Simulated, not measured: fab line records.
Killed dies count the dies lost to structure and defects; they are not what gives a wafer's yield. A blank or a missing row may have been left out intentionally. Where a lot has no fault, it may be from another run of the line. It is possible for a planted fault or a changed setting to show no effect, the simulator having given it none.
What tool caused it?	flow n5_finfet	9 lots, 26 wafers sampled, at 7 steps of a route of 1938

== WHAT THE GAUGES READ, wafer by wafer ==
N5_FIN_SAQP_THK_MEAS_05.
lot	measured	on	thk_nm (nm)
L829	day 3 03:10	film_metro-01	37.4 37.3 37.9
L830	day 3 09:12	film_metro-02	37.5 37.6 37.9
L831	day 3 16:14	film_metro-02	37.7 37.4 38.5
L833	day 4 04:41	film_metro-01	38.1 38.2
L836	day 4 22:11	film_metro-01	37.3 37.7 38.3
L843	day 6 17:17	film_metro-01	37.2 37.5 37.8
L844	day 6 20:51	film_metro-02	37.7 37.8 38.1
L846	day 7 09:14	film_metro-02	38.1 37.6 37.9
L847	day 7 15:08	film_metro-02	38.1 38.2 39.0

N5_FIN_SAQP_INSPECT_18: inspects for defects (brightfield).
lot	measured	on	raw_defect_count
L829	day 3 03:47	defect_inspect-01	309 392 449
L830	day 3 09:58	defect_inspect-01	395 256 318
L831	day 3 17:00	defect_inspect-02	373 235 311
L833	day 4 05:23	defect_inspect-02	356 485
L836	day 4 22:56	defect_inspect-02	278 402 279
L843	day 6 18:03	defect_inspect-01	321 251 1539
L844	day 6 21:36	defect_inspect-01	418 351 340
L846	day 7 09:59	defect_inspect-01	472 342 457
L847	day 7 15:46	defect_inspect-02	462 331 363

N5_FIN_CUT_INSPECT_10: inspects for defects (brightfield).
lot	measured	on	raw_defect_count
L829	day 3 10:25	defect_inspect-01	40 35 40
L830	day 3 15:40	defect_inspect-01	43 36 23
L831	day 3 21:43	defect_inspect-01	42 22 37
L833	day 4 11:28	defect_inspect-01	38 48
L836	day 5 06:03	defect_inspect-02	30 33 40
L843	day 6 22:56	defect_inspect-02	50 27 1245
L844	day 7 02:37	defect_inspect-02	37 36 36
L846	day 7 14:49	defect_inspect-02	45 41 40
L847	day 7 21:04	defect_inspect-02	37 26 33

N5_BEOL_M4_RC_MEAS_101.
lot	measured	on	DIBL_N (mV/V)	DIBL_P (mV/V)	IOFF_N (nA/um)	IOFF_P (nA/um)	ION_N (uA/um)	ION_P (uA/um)	SS_N (mV/dec)	SS_P (mV/dec)	VT_N (mV)	VT_P (mV)
L829	day 9 02:39	prober-01	34.6 37.2 35.8	34.2 38.0 36.5	0.129 0.189 0.154	0.18 0.25 0.22	665 684 676	463 471 469	71.2 72.2 71.4	72.7 74.2 73.1	252 248 248	-254 -248 -250
L830	day 9 07:42	prober-02	38.1 36.5 37.6	37.4 35.2 35.9	0.169 0.151 0.170	0.23 0.20 0.20	670 679 669	461 469 458	72.0 71.3 71.9	73.6 73.0 73.2	250 249 247	-250 -250 -251
L831	day 9 09:17	prober-01	41.1 36.9 38.0	40.4 36.6 37.7	0.279 0.175 0.186	0.29 0.21 0.23	694 679 684	470 460 465	72.1 71.8 72.0	74.6 73.2 74.4	245 249 247	-248 -252 -251
L833	day 10 04:53	prober-02	37.8 36.9	37.7 36.1	0.172 0.151	0.25 0.23	677 676	474 466	71.8 71.4	73.7 73.1	247 249	-246 -247
L836	day 11 05:29	prober-01	33.0 36.2 33.8	32.4 35.5 33.0	0.104 0.145 0.109	0.15 0.18 0.15	660 664 668	446 456 453	70.9 71.4 71.1	72.5 73.0 72.2	255 252 256	-254 -253 -254
L843	day 12 12:51	prober-01	36.9 36.9 36.4	39.4 39.2 38.2	0.195 0.187 0.174	0.25 0.23 0.22	675 673 671	465 463 462	71.8 72.0 72.4	74.3 74.5 74.7	247 249 250	-247 -252 -248
L844	day 12 17:18	prober-01	37.1 36.9 38.5	36.9 37.2 39.3	0.177 0.184 0.213	0.26 0.28 0.31	686 691 702	476 481 479	72.1 71.4 72.2	73.8 73.1 73.5	245 248 244	-245 -241 -241
L846	day 13 18:02	prober-02	37.1 37.5 37.6	37.1 37.7 37.6	0.173 0.192 0.198	0.30 0.32 0.31	677 689 686	479 481 473	71.4 72.1 72.0	73.3 73.7 74.3	246 247 245	-241 -242 -244
L847	day 14 09:27	prober-01	36.2 36.6 34.8	36.8 36.4 36.0	0.181 0.180 0.168	0.23 0.23 0.23	684 680 686	469 468 473	71.1 70.9 71.5	73.3 72.5 73.6	247 246 244	-247 -248 -247

== WHAT TOOL EACH LOT RAN ON (gives the tool, then ch and the chambers of the sampled wafers, and finally the start) ==
lot	N5_FIN_SAQP_ALD_61	N5_FIN_SAQP_DENSIFY_62	N5_FIN_SAQP_PECVD_47
L829	ald_sin-03 ch 0,2, day 3 02:26	rtp_anneal-02 ch 0, day 3 02:52	pecvd-04 ch 1,2, day 3 03:11
L830	ald_sin-01 ch 0,2,3, day 3 08:33	rtp_anneal-02 ch 0, day 3 08:54	pecvd-04 ch 0,1,2, day 3 09:14
L831	ald_sin-01 ch 1,2, day 3 15:07	rtp_anneal-02 ch 0, day 3 15:58	pecvd-01 ch 0,1,2, day 3 16:17
L833	ald_sin-01 ch 1,3, day 4 04:05	rtp_anneal-02 ch 0, day 4 04:23	pecvd-03 ch 0,1, day 4 04:44
L836	ald_sin-03 ch 0,1,2, day 4 21:40	rtp_anneal-02 ch 0, day 4 21:52	pecvd-03 ch 0,1,2, day 4 22:13
L843	ald_sin-01 ch 0,1,2, day 6 16:47	rtp_anneal-01 ch 0, day 6 17:01	pecvd-01 ch 0,1,2, day 6 17:20
L844	ald_sin-03 ch 0,1,3, day 6 20:20	rtp_anneal-02 ch 0, day 6 20:33	pecvd-01 ch 0,1, day 6 20:53
L846	ald_sin-03 ch 1,2, day 7 08:44	rtp_anneal-02 ch 0, day 7 08:56	pecvd-01 ch 1,2, day 7 09:16
L847	ald_sin-03 ch 0,2, day 7 14:25	rtp_anneal-02 ch 0, day 7 14:50	pecvd-03 ch 0,2, day 7 15:10
- N5_FIN_SAQP_ALD_61: deposits SiO2, target thk 4 nm, pulse time 1 s, purge time 2 s.
- N5_FIN_SAQP_DENSIFY_62: time 60 s.
- N5_FIN_SAQP_PECVD_47: deposits a-Si from SiH4/He, target thk 45 nm, time 36.3 s.

== AS READ BY THE TOOLS THEMSELVES (means over the sampled wafers that have a number; for cases with no such wafer, the mark the record gives instead) ==
N5_FIN_SAQP_ALD_61.
lot	tool	heater_power_w (W)	precursor_pulse_height_rel
L829	ald_sin-03	492	1.005
L830	ald_sin-01	502	0.980
L831	ald_sin-01	491	1.009
L833	ald_sin-01	497	1.012
L836	ald_sin-03	447	1.002
L843	ald_sin-01	490	1.008
L844	ald_sin-03	466	0.999
L846	ald_sin-03	432	0.992
L847	ald_sin-03	467	0.984

N5_FIN_SAQP_DENSIFY_62.
lot	tool	lamp_power_pct (%)	lamp_zone_6_pct (%)	wafer_temp_C_max
L829	rtp_anneal-02	9.84	9.777	703.2
L830	rtp_anneal-02	9.85	9.769	703.4
L831	rtp_anneal-02	9.82	9.776	703.4
L833	rtp_anneal-02	9.87	9.776	703.1
L836	rtp_anneal-02	9.81	9.769	704.0
L843	rtp_anneal-01	9.91	9.776	703.6
L844	rtp_anneal-02	9.91	9.769	703.6
L846	rtp_anneal-02	9.79	9.775	703.4
L847	rtp_anneal-02	9.86	9.773	703.9

N5_FIN_SAQP_PECVD_47.
lot	tool	heater_power_w (W)	showerhead_plenum_p_Torr (Torr)	throttle_valve_pct (%)
L829	pecvd-04	872	5.65	18.4
L830	pecvd-04	837	5.65	18.3
L831	pecvd-01	716	5.73	19.1
L833	pecvd-03	700	5.67	18.8
L836	pecvd-03	748	5.67	18.2
L843	pecvd-01	765	5.72	19.3
L844	pecvd-01	836	5.71	19.2
L846	pecvd-01	776	5.69	18.6
L847	pecvd-03	899	5.65	18.6

== THE ANSWER, worked out from the rows above alone ==
Rule: the usual values come from the lots themselves. Put in order of their means at a reading, lots are off if they are a third of the lots or fewer, leave a main group of 4 or more, and stand apart from it by a gap of 3 or more times the standard deviation of the main group's means; of several such gaps the widest counts. If all means in a main group match to the digits the tables above print for the reading, that group is not used. Also off: a lot with no number at a reading for which 4 or more lots have one. Where the step has rows for the other lots, those lots are counted as sound. The gauges are gone through in route order, then the tools' own readings, and for those a lot's mean is taken as printed above. The first step at which some lot is off is used, and at that step the reading that is off furthest; a lot without a number counts as furthest.
Off at N5_FIN_SAQP_INSPECT_18 (raw_defect_count): L843. The main group: mean 366, standard deviation 43.
A tool fits if, at a process step before that reading, it ran every lot that is off, and no sound lot after the first of them. The gauges at N5_FIN_SAQP_INSPECT_18 aren't tried: what is off there is off at N5_FIN_CUT_INSPECT_10 too, on other tools, and a gauge's error can't cause that. 2 tools fit, ald_sin-01 at N5_FIN_SAQP_ALD_61 and rtp_anneal-01 at N5_FIN_SAQP_DENSIFY_62, so this cannot tell which one it is.

== WHAT THE SIMULATOR HAD INSERTED ==
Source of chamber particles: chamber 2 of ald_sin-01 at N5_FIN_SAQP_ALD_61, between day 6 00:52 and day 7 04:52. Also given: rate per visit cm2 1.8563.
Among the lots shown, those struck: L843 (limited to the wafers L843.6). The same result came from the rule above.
